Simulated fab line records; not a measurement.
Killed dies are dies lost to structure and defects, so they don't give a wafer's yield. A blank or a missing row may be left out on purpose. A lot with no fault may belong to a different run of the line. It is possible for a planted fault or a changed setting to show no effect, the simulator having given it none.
Matching of chambers :: flow nand-harc :: NHARC_A_CHANNEL_FILL_D1_ALD_25 on ald-hk-04 has 4 sister chambers
The step deposits SiOx, target thk 60 nm, pulse time 10 s, ald cycles 600. 8 wafers are shown with their chamber, then 8 later ones without.

## WAFERS WITH THEIR CHAMBER
wafer: L075.2
chamber: 2
heater-power-w (W): 445
precursor-pulse-height-rel: 1.008

wafer: L075.3
chamber: 3
heater-power-w (W): 458
precursor-pulse-height-rel: 0.985

wafer: L084.3
chamber: 0
heater-power-w (W): 512
precursor-pulse-height-rel: 0.976

wafer: L084.5
chamber: 2
heater-power-w (W): 454
precursor-pulse-height-rel: 1.027

wafer: L088.4
chamber: 3
heater-power-w (W): 441
precursor-pulse-height-rel: 1.044

wafer: L088.5
chamber: 0
heater-power-w (W): 517
precursor-pulse-height-rel: 0.987

wafer: L088.6
chamber: 1
heater-power-w (W): 408
precursor-pulse-height-rel: 1.013

wafer: L090.3
chamber: 1
heater-power-w (W): 393
precursor-pulse-height-rel: 1.017

## WAFERS WHOSE CHAMBER IS MISSING
wafer: L090.2
heater-power-w (W): 502
precursor-pulse-height-rel: 0.998

wafer: L090.6
heater-power-w (W): 400
precursor-pulse-height-rel: 1.018

wafer: L092.1
heater-power-w (W): 449
precursor-pulse-height-rel: 1.002

wafer: L092.5
heater-power-w (W): 395
precursor-pulse-height-rel: 0.997

wafer: L092.6
heater-power-w (W): 452
precursor-pulse-height-rel: 0.993

wafer: L094.3
heater-power-w (W): 506
precursor-pulse-height-rel: 0.992

wafer: L094.1
heater-power-w (W): 461
precursor-pulse-height-rel: 0.993

wafer: L094.6
heater-power-w (W): 514
precursor-pulse-height-rel: 0.998

## WHICH CHAMBER EACH WENT THROUGH
wafer: L090.2
from the rows above: 0
in truth: 0

wafer: L090.6
from the rows above: 1
in truth: 1

wafer: L092.1
from the rows above: can't be placed: 3 or 2
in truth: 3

wafer: L092.5
from the rows above: 1
in truth: 1

wafer: L092.6
from the rows above: can't be placed: 3 or 2
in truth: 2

wafer: L094.3
from the rows above: 0
in truth: 0

wafer: L094.1
from the rows above: can't be placed: 3 or 2
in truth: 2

wafer: L094.6
from the rows above: 0
in truth: 0
Correct placement for 5 of the 8. Cannot be placed on the basis of these rows: 3; the candidates contain the true chamber in 3. Wrongly placed: 0.
How it was worked out, from the rows above alone: a wafer's distance from a chamber is the root of the sum, over the readings, of the square of ((its reading less the chamber's mean) divided by the reading's scatter). The wafer belongs to the nearest chamber; if the next one is less than 2 further off, it can't be placed. A chamber's mean is the mean of its shown wafers. The scatter: take each reading less its chamber's mean, square it, sum over the shown wafers, divide by the number of wafers less the number of chambers, and take the root.
